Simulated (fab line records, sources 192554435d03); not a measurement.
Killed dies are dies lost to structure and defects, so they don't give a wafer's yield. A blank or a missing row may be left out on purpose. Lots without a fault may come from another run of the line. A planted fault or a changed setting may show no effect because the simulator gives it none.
A struck lot beside a sound one | flow n5_finfet | 30 steps out of a route of 1938
Sound: wafers L142.1, L142.3, L142.4. Struck: wafer L146.3. (L146.2, L146.6 of the same lot were not struck and are left out.) The cause comes at the end.
At each step with rows: each side's tool, then ch and its chambers, then its first start. Under that, the readings that differ: sound wafers | struck wafers | difference of the means | sigmas: that difference in standard deviations of wafers without a fault.
alike: readings whose means differ by less than 2 such deviations, and words and numbers that are the same on both sides. not compared: withheld readings, readings that some wafer has no value for, bounds like >300 that may hide the same value, and numbers for which the record gives no deviation and whose values overlap.
The two part at a step that has a row with sigmas, a row that says differs or no value, or rows on one side only. Numbers that don't overlap but have no deviation are shown without sigmas and don't part them. A reading that every wafer of one side lacks parts them only if that side has two wafers or more.

first, 12 steps without rows for these wafers: N5_HKMG_FIN_ETCH_55 (etches SOC in N2/H2, target depth 240 nm, time 300 s); N5_HKMG_FIN_STRIP_56 (strips in N2/H2); N5_HKMG_FIN_STRIP_57 (strips in CF4); N5_HKMG_FIN_ETCH_58 (etches SOC in N2/H2, target depth 215.8 nm, time 741 s); N5_HKMG_FIN_STRIP_93 (strips SOC in N2/H2, time 20 s); N5_HKMG_FIN_WET_ETCH_76 (etches Al2O3 in dNH4OH, stops on La2O3, target depth 2.25 nm, rinse time 30 s); N5_HKMG_FIN_STRIP_60 (strips in N2/H2, time 360 s); N5_HKMG_FIN_WET_ETCH_77 (etches La2O3 in dHCl, stops on HfO2, target depth 2 nm); N5_HKMG_FIN_WET_ETCH_78 (etches Al2O3 in dNH4OH, stops on La2O3, target depth 4.5 nm, rinse time 30 s); N5_HKMG_FIN_ALD_79 (deposits TiN, target thk 1.5 nm, pulse time 1 s, purge time 3 s); N5_HKMG_FIN_CVD_62 (deposits a-Si from Si2H6, target thk 3 nm, time 20.8 s); N5_HKMG_FIN_RTA_80 (time 2 s).
N5_HKMG_FIN_PRECLEAN_64: cleans in dHF, time 30 s.
  sound on wet_bench-01 ch 0,2,3, day 6 15:58; struck on wet_bench-01 ch 3,5,7, day 7 08:22
then, 13 steps without rows for these wafers: N5_HKMG_FIN_WET_ETCH_65 (etches a-Si in TMAH, stops on TiN, time 49 s, target depth 3 nm); N5_HKMG_FIN_WET_ETCH_81 (etches TiN in SC1, stops on HfO2, time 57 s, target depth 6 nm); N5_HKMG_FIN_WET_ETCH_82 (etches La2O3 in dHCl, stops on HfO2, target depth 2 nm, rinse time 30 s); N5_HKMG_FIN_ALD_36 (deposits TiN, target thk 1 nm, pulse time 1 s, purge time 3 s); N5_HKMG_FIN_PWFM_ALD_03 (deposits TiN, target thk 2 nm, pulse time 1 s, purge time 3 s); N5_HKMG_FIN_COAT_29 (time 60 s, resist thk 300 nm); N5_HKMG_FIN_COAT_30 (time 60 s, resist thk 35 nm); N5_HKMG_FIN_COAT_06 (resist thk 90 nm); N5_HKMG_FIN_EBR_08; N5_HKMG_FIN_SOFTBAKE_07 (time 60 s); N5_HKMG_FIN_EXPOSE_09 (exposes mask NWFM); N5_HKMG_FIN_PEB_10 (peb time 60 s); N5_HKMG_FIN_DEVELOP_11 (develop time 30 s).
N5_HKMG_FIN_INSPECT_14: inspects for defects (macro).
  sound on defect_inspect-02, day 6 17:11; struck on defect_inspect-02, day 7 09:34
  reading          | sound | struck | difference | sigmas
  raw_defect_count | 5 1 4 | >300   | differs    |
then, 1 step without rows for these wafers: N5_HKMG_FIN_DESCUM_17 (chemistry O2, time 7.9 s).
-- the record jumps here: 4 days lie between the struck wafers' starts before and after (it left off in module HKMG_FIN and takes up again in module BEOL_M4, whose first step shown is number 1111 of the route) --
N5_BEOL_M4_RC_MEAS_101:
  sound on prober-02 ch 0, day 10 17:52; struck on prober-01 ch 0, day 11 17:37
  reading   | sound             | struck | difference | sigmas
  VT_N (mV) | 251.6 246.7 248.8 | 254.8  | +5.8       | +2
  VT_P (mV) | -248 -247 -251    | -255   | -6         | -2
  alike: DIBL_N, DIBL_P, IOFF_N, IOFF_P, ION_N, ION_P, SS_N, SS_P
-- the record jumps here: 4 days lie between the struck wafers' starts before and after (it left off in module BEOL_M4 and takes up again in module PASSIVATION, whose first step shown is number 1936 of the route) --
N5_PASSIVATION_PROBE_49:
  the record has rows for the struck wafers here (prober-02, day 16 05:06) and none for the sound ones

WHERE THEY PART
First at N5_HKMG_FIN_INSPECT_14; last, within this record, at N5_PASSIVATION_PROBE_49.

WHY: what the simulator had put in
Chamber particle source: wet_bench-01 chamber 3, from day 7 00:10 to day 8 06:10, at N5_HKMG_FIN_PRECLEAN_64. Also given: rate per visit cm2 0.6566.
